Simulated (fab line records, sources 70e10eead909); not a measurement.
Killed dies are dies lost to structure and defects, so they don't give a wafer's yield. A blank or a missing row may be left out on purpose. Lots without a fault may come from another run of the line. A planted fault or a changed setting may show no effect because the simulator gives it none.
fab line records | flow nand_harc
record lots=13 wafers=39 last_day=32
route steps=1302 shown P_ZERO_WELL@19 P_STI@80 END@1302
lots that met no fault: from a run of the same line without faults
start_h: hours from the record's first day to the start of the lot's first wafer shown | wait_h: hours since the lot's step before | " the same as in the row above | L1.1+2: a row that stands for several wafers | - no value, or no start given | * or withheld: withheld | < > ~ a bound
route shown NAME@n: a module of which the file shows steps, and the number in the route of the first | usual: mean/standard deviation of fault-free wafers | same: alike in all rows | chamber/n: place in a boat | sites: the reading at each site | _std_site: their standard deviation | _edge_site: outer sites' mean less inner sites' | radius_mm: how far each site lies from the wafer's centre | mask NAME#n: copy n | behind: the tool/chamber that last shaped the wafer | hold: why the lot was held/for how many hours/how that ended | device: the transistor (n, p or np) that didn't switch | end of line: the same wafers' tests at the end of the route | a step without rows: its recipe alone | killed: dies lost to structure and defects at the first sort, not the wafer's yield | map: a wafer's dies, x killed, . not, _ none there
set.NAME: the setting as run; set.NAME@STEP: as run at that earlier step | model.NAME: the simulator's own value behind a step, which no gauge read
steps of the route over a sample of lots; a table a step, a row a wafer
services: from which hour (start_h, from the record's first day; less than 0 if before it) a tool's chamber was out of use, for how many hours, and why
## steps
# step NHARC_P_ZERO_WELL_ETCH_63
# recipe target_depth_a=1200 time_s=40.1 hbr_flow_sccm=150 cl2_flow_sccm=50 rf_w=400 icp_w=400 bias_w=100 chemistry=HBr/Cl2
# usual drypump_motor_current_A=5.7/0.37 oes_product_au=1.006/0.011 throttle_valve_pct=26.405/0.0074
# columns lot.wafer tool chamber start_h wait_h drypump_motor_current_A oes_product_au rf_hours_counter_h throttle_valve_pct
L642.3 rie_si-04 2 21.72 - 5.7 0.996 0.15 26.414
L642.4 " 3 " " 6.1 1.000 0.20 26.400
L642.5 " 0 " " 5.9 1.011 - 26.409
L644.3 rie_si-02 0 41.64 - 5.6 0.998 0.78 26.402
L644.4 " 1 " " 5.0 1.007 0.65 26.396
L644.1 " 2 " " 5.7 1.021 0.42 26.404
L646.4 rie_si-04 1 61.58 - 6.4 0.989 0.33 26.407
L646.1 " 2 " " 5.6 1.006 0.31 26.398
L646.6 " 1 " " 6.4 0.986 - 26.413
L647.1 rie_si-03 3 71.63 - 5.7 0.979 0.07 26.402
L647.2 " 0 " " 5.1 1.005 0.06 26.419
L647.6 " 1 " " 5.5 1.018 - 26.412
L648.1 rie_si-04 3 81.65 - 6.1 1.018 0.43 26.403
L648.2 " 0 " " 6.0 1.018 0.49 26.400
L648.3 " 1 " " 6.4 0.992 0.52 26.415
L649.3 rie_si-03 0 91.78 - 5.1 1.010 0.20 26.423
L649.1 " 2 " " 5.8 1.006 0.28 26.404
L649.5 " 0 " " 5.1 1.008 - 26.414
L651.4 rie_si-02 2 111.72 - 5.7 0.999 0.04 26.410
L651.2 " 3 " " 5.9 1.019 0.08 26.407
L651.5 " 2 " " 5.7 1.003 - 26.392
L656.3 rie_si-03 3 161.69 - 5.8 0.994 0.48 26.403
L656.4 " 0 " " 5.1 0.995 0.63 26.403
L656.6 " 3 " " 5.8 0.987 - 26.412
L657.2 rie_si-03 3 171.65 - 5.8 0.997 0.56 26.387
L657.1 " 1 " " 5.5 1.016 0.72 26.403
L657.6 " 0 " " 5.1 1.011 - 26.404
L658.3 rie_si-02 2 181.70 - 5.7 1.005 0.52 26.403
L658.4 " 3 " " 5.9 1.019 0.61 26.405
L658.5 " 3 " " 5.9 1.021 - 26.403
L659.2 rie_si-03 0 191.55 - 5.1 1.007 0.81 26.390
L659.1 " 1 " " 5.5 1.021 0.80 26.395
L659.6 " 3 " " 5.8 0.994 - 26.395
L661.1 rie_si-02 2 211.94 - 5.7 0.995 0.79 26.412
L661.6 " 2 " " 5.7 1.003 - 26.386
L661.5 " 3 " " 5.9 1.011 - 26.407
L662.1 rie_si-04 0 224.56 - 5.9 0.997 0.30 26.412
L662.4 " 3 " " 6.1 1.008 0.26 26.409
L662.6 " 1 " " 6.4 1.006 - 26.403
# step NHARC_P_ZERO_WELL_CD_MEAS_37
# recipe target_cd_nm=720 landing_energy_ev=500
# usual cd_nm=719/3.1
# columns lot.wafer tool chamber start_h wait_h cd_nm
L642.3 cd_sem-01 0 24.27 - 724
L642.4 " 0 " " 718
L642.5 " 0 " " 718
L644.1 cd_sem-01 0 44.25 - 718
L644.3 " 0 " " 718
L644.4 " 0 " " 717
L646.1 cd_sem-01 0 64.01 - 723
L646.4 " 0 " " 718
L646.6 " 0 " " 723
L647.1 cd_sem-03 0 74.19 - 718
L647.2 " 0 " " 716
L647.6 " 0 " " 719
L648.1 cd_sem-02 0 84.25 - 722
L648.2 " 0 " " 718
L648.3 " 0 " " 715
L649.1 cd_sem-01 0 94.20 - 721
L649.3 " 0 " " 721
L649.5 " 0 " " 721
L651.2 cd_sem-01 0 114.15 - 717
L651.4 " 0 " " 716
L651.5 " 0 " " 715
L656.3 cd_sem-03 0 164.17 - 722
L656.4 " 0 " " 720
L656.6 " 0 " " 724
L657.1 cd_sem-02 0 174.22 - 723
L657.2 " 0 " " 722
L657.6 " 0 " " 719
L658.3 cd_sem-02 0 184.27 - 718
L658.4 " 0 " " 711
L658.5 " 0 " " 717
L659.1 cd_sem-02 0 194.10 - 719
L659.2 " 0 " " 719
L659.6 " 0 " " 725
L661.1 cd_sem-02 0 214.60 - 720
L661.5 " 0 " " 721
L661.6 " 0 " " 723
L662.1 cd_sem-01 0 227.16 - 721
L662.4 " 0 " " 721
L662.6 " 0 " " 721
# step NHARC_P_STI_EXPOSE_06
# recipe na=0.55 target_cd_nm=200 dose_mj=37.69 mask_id=P_STI
# usual exposure_dose_mJ_cm2=37.76/0.15
# columns lot.wafer tool chamber start_h wait_h mask exposure_dose_mJ_cm2
L642.3 krf_scanner-02 0 47.27 - P_STI#0 37.68
L642.4 " 0 " " P_STI#0 37.71
L642.5 " 0 " " P_STI#0 37.72
L644.1 krf_scanner-02 0 64.66 - P_STI#0 37.66
L644.3 " 0 " " P_STI#0 37.71
L644.4 " 0 " " P_STI#0 37.63
L646.1 krf_scanner-02 0 84.92 - P_STI#0 37.66
L646.4 " 0 " " P_STI#0 37.64
L646.6 " 0 " " P_STI#0 37.60
L647.1 krf_scanner-04 0 92.61 - P_STI#0 37.93
L647.2 " 0 " " P_STI#0 37.97
L647.6 " 0 " " P_STI#0 37.97
L648.1 krf_scanner-04 0 102.95 - P_STI#0 38.02
L648.2 " 0 " " P_STI#0 38.02
L648.3 " 0 " " P_STI#0 38.00
L649.1 krf_scanner-03 0 113.41 - P_STI#0 37.73
L649.3 " 0 " " P_STI#0 37.65
L649.5 " 0 " " P_STI#0 37.67
L651.2 krf_scanner-02 0 134.45 - P_STI#0 37.67
L651.4 " 0 " " P_STI#0 37.69
L651.5 " 0 " " P_STI#0 37.68
L656.3 krf_scanner-02 0 182.97 - P_STI#0 37.62
L656.4 " 0 " " P_STI#0 37.61
L656.6 " 0 " " P_STI#0 37.59
L657.1 krf_scanner-04 0 192.54 - P_STI#0 38.04
L657.2 " 0 " " P_STI#0 37.96
L657.6 " 0 " " P_STI#0 38.04
L658.3 krf_scanner-02 0 203.96 - P_STI#0 39.30
L658.4 " 0 " " P_STI#0 39.33
L658.5 " 0 " " P_STI#0 39.27
L659.1 krf_scanner-02 0 212.32 - P_STI#0 38.96
L659.2 " 0 " " P_STI#0 38.99
L659.6 " 0 " " P_STI#0 38.97
L661.1 krf_scanner-02 0 233.97 - P_STI#0 38.63
L661.5 " 0 " " P_STI#0 38.62
L661.6 " 0 " " P_STI#0 38.65
L662.1 krf_scanner-04 0 245.16 - P_STI#0 37.89
L662.4 " 0 " " P_STI#0 37.85
L662.6 " 0 " " P_STI#0 37.87
# step NHARC_P_STI_DESCUM_14
# recipe time_s=3 o2_flow_sccm=200 ar_flow_sccm=0 bias_power_w=0 chemistry=O2
# usual drypump_motor_current_A=5.9/0.37 oes_product_au=0.999/0.012 rf_vpp_V=57.9/0.92 showerhead_plenum_p_Torr=1.94/0.088 throttle_valve_pct=11.310/0.009
# columns lot.wafer tool chamber start_h wait_h drypump_motor_current_A oes_product_au rf_hours_counter_h rf_vpp_V showerhead_plenum_p_Torr throttle_valve_pct
L642.3 rie_diel-10 1 47.67 - 5.9 1.000 6 56.2 1.86 11.306
L642.4 " 2 " " 5.6 1.001 6 58.3 2.04 11.315
L642.5 " 1 " " 5.9 1.015 - 57.9 1.86 11.314
L644.1 rie_diel-10 1 65.08 - 6.0 1.005 6 57.6 1.86 11.316
L644.3 " 2 " " 5.6 0.997 6 59.3 2.03 11.301
L644.4 " 3 " " 6.2 1.002 6 57.7 1.84 11.309
L646.4 rie_diel-10 0 85.34 - 5.5 1.002 1 57.9 2.02 11.291
L646.1 " 2 " " 5.6 1.008 1 59.5 2.03 11.304
L646.6 " 3 " " 6.2 0.995 - 58.0 1.84 11.324
L647.1 rie_diel-10 3 93.03 - 6.2 0.992 1 56.5 1.84 11.299
L647.2 " 0 " " 5.5 0.999 1 57.7 2.02 11.307
L647.6 " 3 " " 6.2 0.980 - 56.8 1.84 11.310
L648.1 rie_diel-10 2 103.36 - 5.6 1.002 1 59.8 2.03 11.297
L648.2 " 3 " " 6.2 0.992 2 56.4 1.84 11.302
L648.3 " 0 " " 5.5 0.988 2 58.1 2.02 11.318
L649.3 rie_diel-07 3 113.83 - 6.1 0.995 14 58.4 1.96 11.310
L649.1 " 0 " " 6.1 0.994 14 57.3 2.05 11.305
L649.5 " 1 " " 6.4 1.003 - 56.8 1.93 11.295
L651.2 rie_diel-07 1 134.87 - 6.4 0.996 1 59.3 1.93 11.312
L651.4 " 2 " " 5.7 1.005 1 58.0 1.79 11.309
L651.5 " 1 " " 6.4 0.994 - 58.7 1.93 11.325
L656.3 rie_diel-07 3 183.38 - 6.1 0.991 5 58.3 1.96 11.296
L656.6 " 1 " " 6.4 0.997 - 57.2 1.93 11.282
L656.4 " 0 " " 6.2 0.974 - 58.6 2.05 11.314
L657.2 rie_diel-04 2 192.97 - 6.5 0.989 1 58.4 1.87 11.296
L657.1 " 3 " " 6.0 1.013 1 58.0 2.05 11.293
L657.6 " 3 " " 5.9 1.007 - 56.5 2.05 11.325
L658.3 rie_diel-10 1 204.37 - 5.9 1.017 5 57.2 1.86 11.302
L658.5 " 0 " " 5.5 0.999 - 58.4 2.02 11.315
L658.4 " 1 " " 6.0 1.022 - 57.9 1.86 11.304
L659.2 rie_diel-07 3 212.73 - 6.1 1.007 8 58.4 1.96 11.310
L659.1 " 0 " " 6.1 0.979 8 58.1 2.04 11.315
L659.6 " 3 " " 6.1 1.004 - 57.2 1.96 11.300
L661.1 rie_diel-07 2 234.38 - 5.7 1.002 6 58.2 1.79 11.308
L661.5 " 2 " " 5.7 1.002 - 56.1 1.79 11.328
L661.6 " 3 " " 6.1 0.998 - 58.1 1.96 11.313
L662.1 rie_diel-07 2 245.57 - 5.7 1.012 7 56.9 1.79 11.293
L662.4 " 0 " " 6.1 0.981 11 58.3 2.04 11.304
L662.6 " 3 " " 6.1 1.003 - 57.8 1.96 11.321
# step NHARC_END_SORT_01
# recipe temp_c=25
# usual killed_at_array=59/17 killed_at_other=0.9/1.6 killed_at_periphery=3.7/2.3 killed_dies=64/17 killed_open=3.3/1.8 killed_short=2.4/1.6
# same gross_dies=677
# columns lot.wafer tool chamber start_h wait_h killed_at_array killed_at_other killed_at_periphery killed_dies killed_open killed_short
L642.3 prober-01 0 577.62 3.1 55 0 2 57 4 2
L642.4 prober-01 0 578.42 3.4 47 1 6 54 5 1
L642.5 prober-01 0 579.21 3.7 47 0 1 48 6 1
L648.1 prober-01 0 619.72 2.5 47 2 3 52 3 1
L648.2 prober-01 0 620.53 2.8 50 1 3 54 9 2
L648.3 prober-01 0 621.33 3.1 54 1 3 58 8 4
L657.1 prober-01 0 716.15 2.5 85 0 1 86 4 2
L657.2 prober-01 0 716.95 2.8 82 0 3 85 1 7
L657.6 prober-01 0 720.13 4.0 78 0 9 87 2 2
L658.3 prober-02 0 716.42 3.1 51 0 1 52 2 0
L658.4 prober-02 0 717.23 3.4 66 1 1 68 2 2
L658.5 prober-02 0 718.04 3.7 70 0 1 71 0 1
L659.1 prober-02 0 730.06 2.6 81 0 1 82 1 1
L659.2 prober-02 0 730.85 2.8 75 0 4 79 7 3
L659.6 prober-02 0 734.01 3.9 76 0 2 78 2 4
L661.1 prober-01 0 747.03 2.5 42 0 2 44 4 2
L661.5 prober-01 0 750.25 3.7 34 0 4 38 2 4
L661.6 prober-01 0 751.06 4.0 39 0 3 42 5 3
L662.1 prober-01 0 774.29 2.5 27 0 5 32 5 4
L662.4 prober-01 0 776.69 3.4 34 0 6 40 4 6
L662.6 prober-01 0 778.30 4.0 33 0 8 41 5 2
# killed by level:class
L642.3 A_CHANNEL_HOLE_D1:chamber_film_flake=21 A_CHANNEL_HOLE_D2:chamber_film_flake=19 A_CONTACT:chamber_film_flake=5 A_WL_FILL:chamber_film_flake=4 P_M0:geometric_particle:open=1 A_CHANNEL_FILL_D1:geometric_particle:short=1 A_CHANNEL_FILL_D1:geometric_particle:open=1 A_WL_FILL:geometric_particle:open=1
L642.4 A_CHANNEL_HOLE_D2:chamber_film_flake=20 A_CHANNEL_HOLE_D1:chamber_film_flake=17 P_M0:geometric_particle:open=3 P_ZERO_WELL:chamber_film_flake=3 A_CONTACT:chamber_film_flake=3 A_WL_FILL:chamber_film_flake=2 A_ONON_D1:geometric_particle:open=1 A_WL_FILL:geometric_particle:short=1
L642.5 A_CHANNEL_HOLE_D2:chamber_film_flake=18 A_CHANNEL_HOLE_D1:chamber_film_flake=17 A_CONTACT:chamber_film_flake=4 A_BLC:geometric_particle:open=2 A_M0:geometric_particle:open=2 A_DECK1_JOINT:geometric_particle:open=1 A_CHANNEL_FILL_D2:geometric_particle:short=1 A_WL_FILL:geometric_particle:open=1
L648.1 A_CHANNEL_HOLE_D1:chamber_film_flake=25 A_CHANNEL_HOLE_D2:chamber_film_flake=11 A_SLIT:chamber_film_flake=3 A_STAIRCASE:chamber_film_flake=2 A_CONTACT:chamber_film_flake=2 THIN_TSV:chamber_film_flake=2 P_STI:geometric_particle:open=1 P_M1:geometric_particle:open=1
L648.2 A_CHANNEL_HOLE_D1:chamber_film_flake=25 A_CHANNEL_HOLE_D2:chamber_film_flake=14 P_CONTACT:geometric_particle:open=3 A_CHANNEL_FILL_D1:geometric_particle:open=2 A_CONTACT:geometric_particle:open=2 A_CHANNEL_FILL_D1:geometric_particle:short=1 A_ONON_D2:geometric_particle:open=1 A_STAIRCASE:geometric_particle:short=1
L648.3 A_CHANNEL_HOLE_D1:chamber_film_flake=29 A_CHANNEL_HOLE_D2:chamber_film_flake=11 A_CHANNEL_FILL_D2:geometric_particle:open=2 A_M1:geometric_particle:open=2 A_CHANNEL_FILL_D2:chamber_film_flake=2 A_CONTACT:chamber_film_flake=2 P_GATE:geometric_particle:open=1 P_CONTACT:geometric_particle:open=1
L657.1 A_CHANNEL_HOLE_D1:chamber_film_flake=42 A_CHANNEL_HOLE_D2:chamber_film_flake=19 A_STAIRCASE:chamber_film_flake=7 A_CONTACT:chamber_film_flake=6 A_SLIT:chamber_film_flake=3 A_M0:geometric_particle:open=2 A_WL_FILL:chamber_film_flake=2 A_ONON_D1:geometric_particle:open=1
L658.3 A_CHANNEL_HOLE_D1:chamber_film_flake=26 A_CHANNEL_HOLE_D2:chamber_film_flake=16 A_SLIT:chamber_film_flake=4 A_DECK1_JOINT:chamber_film_flake=2 P_M0:geometric_particle:open=1 A_BLC:geometric_particle:open=1 A_WL_FILL:chamber_film_flake=1 A_CONTACT:chamber_film_flake=1
L657.2 A_CHANNEL_HOLE_D2:chamber_film_flake=23 A_CHANNEL_HOLE_D1:chamber_film_flake=21 A_STAIRCASE:chamber_film_flake=16 A_CONTACT:chamber_film_flake=7 P_GATE:chamber_film_flake=3 A_SLIT:chamber_film_flake=3 A_WL_FILL:geometric_particle:short=2 A_DECK1_JOINT:chamber_film_flake=2
L658.4 A_CHANNEL_HOLE_D1:chamber_film_flake=27 A_CHANNEL_HOLE_D2:chamber_film_flake=26 A_CONTACT:chamber_film_flake=6 A_WL_FILL:chamber_film_flake=1 A_ONON_D1:geometric_particle:short=1 A_DECK1_JOINT:geometric_particle:short=1 A_SLIT:geometric_particle:open=1 A_CONTACT:geometric_particle:open=1
L658.5 A_CHANNEL_HOLE_D1:chamber_film_flake=33 A_CHANNEL_HOLE_D2:chamber_film_flake=29 A_CONTACT:chamber_film_flake=4 A_CHANNEL_HOLE_D2:geometric_particle:short=1 P_CONTACT:chamber_film_flake=1 A_STAIRCASE:chamber_film_flake=1 A_SLIT:chamber_film_flake=1 A_WL_FILL:chamber_film_flake=1
L657.6 A_CHANNEL_HOLE_D1:chamber_film_flake=34 A_CHANNEL_HOLE_D2:chamber_film_flake=21 A_CONTACT:chamber_film_flake=7 A_STAIRCASE:chamber_film_flake=6 P_GATE:chamber_film_flake=4 P_STI:chamber_film_flake=3 A_ZERO_WELL:chamber_film_flake=3 A_SLIT:chamber_film_flake=3
L659.1 A_SLIT:chamber_film_flake=39 A_CHANNEL_HOLE_D1:chamber_film_flake=30 A_CONTACT:chamber_film_flake=5 A_SGD_CUT:chamber_film_flake=4 A_DECK1_JOINT:geometric_particle:short=1 A_WL_FILL:geometric_particle:open=1 P_M0:chamber_film_flake=1 A_WL_FILL:chamber_film_flake=1
L659.2 A_SLIT:chamber_film_flake=38 A_CHANNEL_HOLE_D1:chamber_film_flake=22 A_CONTACT:chamber_film_flake=6 P_CONTACT:geometric_particle:open=3 A_SGD_CUT:chamber_film_flake=3 P_STI:geometric_particle:short=1 A_ONON_D1:geometric_particle:open=1 A_CHANNEL_FILL_D2:geometric_particle:short=1
L659.6 A_SLIT:chamber_film_flake=37 A_CHANNEL_HOLE_D1:chamber_film_flake=27 P_STI:chamber_film_flake=2 A_SGD_CUT:chamber_film_flake=2 A_CONTACT:chamber_film_flake=2 A_ONON_D1:geometric_particle:open=1 A_CHANNEL_FILL_D1:geometric_particle:open=1 A_CHANNEL_FILL_D1:geometric_particle:short=1
L661.1 A_CHANNEL_HOLE_D1:chamber_film_flake=32 A_SLIT:chamber_film_flake=2 P_M0:geometric_particle:short=1 P_M1:geometric_particle:open=1 A_CHANNEL_FILL_D1:geometric_particle:open=1 A_CHANNEL_HOLE_D2:geometric_particle:short=1 A_CHANNEL_FILL_D2:geometric_particle:open=1 A_SLIT:geometric_particle:open=1
L661.5 A_CHANNEL_HOLE_D1:chamber_film_flake=25 A_CHANNEL_FILL_D1:geometric_particle:short=3 A_SLIT:chamber_film_flake=3 P_M1:chamber_film_flake=2 P_M0:geometric_particle:open=1 A_CONTACT:geometric_particle:open=1 A_M0:geometric_particle:short=1 P_ZERO_WELL:chamber_film_flake=1
L661.6 A_CHANNEL_HOLE_D1:chamber_film_flake=28 A_CONTACT:chamber_film_flake=2 P_CONTACT:geometric_particle:short=1 A_SOURCE_PLATE:geometric_particle:open=1 A_CHANNEL_FILL_D1:geometric_particle:short=1 A_DECK1_JOINT:chamber_film_flake=1 A_DECK1_JOINT:geometric_particle:open=1 A_CHANNEL_HOLE_D2:geometric_particle:short=1
L662.1 A_CHANNEL_HOLE_D1:chamber_film_flake=12 P_M1:chamber_film_flake=3 A_SLIT:chamber_film_flake=3 A_BLC:geometric_particle:open=2 A_CHANNEL_HOLE_D2:chamber_film_flake=2 P_M0:geometric_particle:open=1 A_ONON_D1:geometric_particle:short=1 A_DECK1_JOINT:geometric_particle:open=1
L662.4 A_CHANNEL_HOLE_D1:chamber_film_flake=12 A_SLIT:chamber_film_flake=7 P_M1:chamber_film_flake=3 A_STAIRCASE:chamber_film_flake=2 A_WL_FILL:chamber_film_flake=2 P_GATE:geometric_particle:open=1 P_M1:geometric_particle:short=1 A_ONON_D1:geometric_particle:short=1
L662.6 A_CHANNEL_HOLE_D1:chamber_film_flake=11 A_SLIT:chamber_film_flake=11 P_M1:chamber_film_flake=4 A_CHANNEL_FILL_D1:geometric_particle:open=2 P_GATE:chamber_film_flake=2 A_CHANNEL_HOLE_D2:chamber_film_flake=2 P_BONDPAD:geometric_particle:open=1 A_SOURCE_PLATE:geometric_particle:short=1
## services
# columns tool chamber start_h hours kind
krf_scanner-04 - 10.00 4.0 pm
rie_si-03 - 44.00 9.0 pm
rie_diel-10 - 65.50 9.0 pm
rie_si-04 0 68.57 1.2 repair
rie_diel-07 1 77.06 8.7 repair
rie_diel-07 0 82.83 11.3 repair
rie_si-04 1 92.51 9.1 repair
krf_scanner-02 - 94.00 4.0 pm
rie_diel-07 3 96.60 10.5 repair
rie_si-02 - 100.00 9.0 pm
rie_diel-07 - 117.20 9.0 pm
rie_si-02 2 120.74 1.6 repair
rie_si-04 3 125.57 4.2 repair
rie_si-03 3 130.85 7.9 repair
rie_si-04 - 149.91 0.2 repair
rie_diel-07 2 172.51 33.3 repair
rie_diel-07 - 174.56 0.2 repair
rie_diel-10 2 178.31 1.4 repair
rie_diel-07 - 187.93 0.4 repair
rie_diel-10 3 195.13 11.9 repair
rie_diel-10 1 208.73 7.4 repair
rie_si-03 - 210.06 0.2 repair
rie_si-03 - 221.00 9.0 pm
rie_diel-10 - 242.50 9.0 pm
## key
first_sign step=NHARC_P_STI_EXPOSE_06 reading=exposure_dose_mJ_cm2 direction=up sigmas=8 usual=37.76 struck=38.97
effect none on later readings
met_at NHARC_P_STI_EXPOSE_06
struck_lots L658,L659,L661
tester_left_out L658,L659,L661
loop_trim step=NHARC_P_STI_EXPOSE_06 setting=dose lots=L659,L661
not_acting_at NHARC_P_ZERO_WELL_ETCH_63,NHARC_P_ZERO_WELL_CD_MEAS_37,NHARC_P_STI_DESCUM_14
onset_between 182.97 203.96
fault kind=process_parameter_drift tool=krf_scanner-02 chamber=- onset_h=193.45 steps=NHARC_P_STI_EXPOSE_06 channel=dose_mj offset=1.6211 shape=step acts_in=these_recipes_only stated=37.69
# tester_left_out: of these lots the tester's yield and bins aren't shown, on N5 and GAA mostly nor the transistor test; their killed dies are dies lost to structure and defects alone, not to doping, threshold or leakage, so they don't give the yield
# loop_trim: a control loop set the setting to another value than it would have without faults
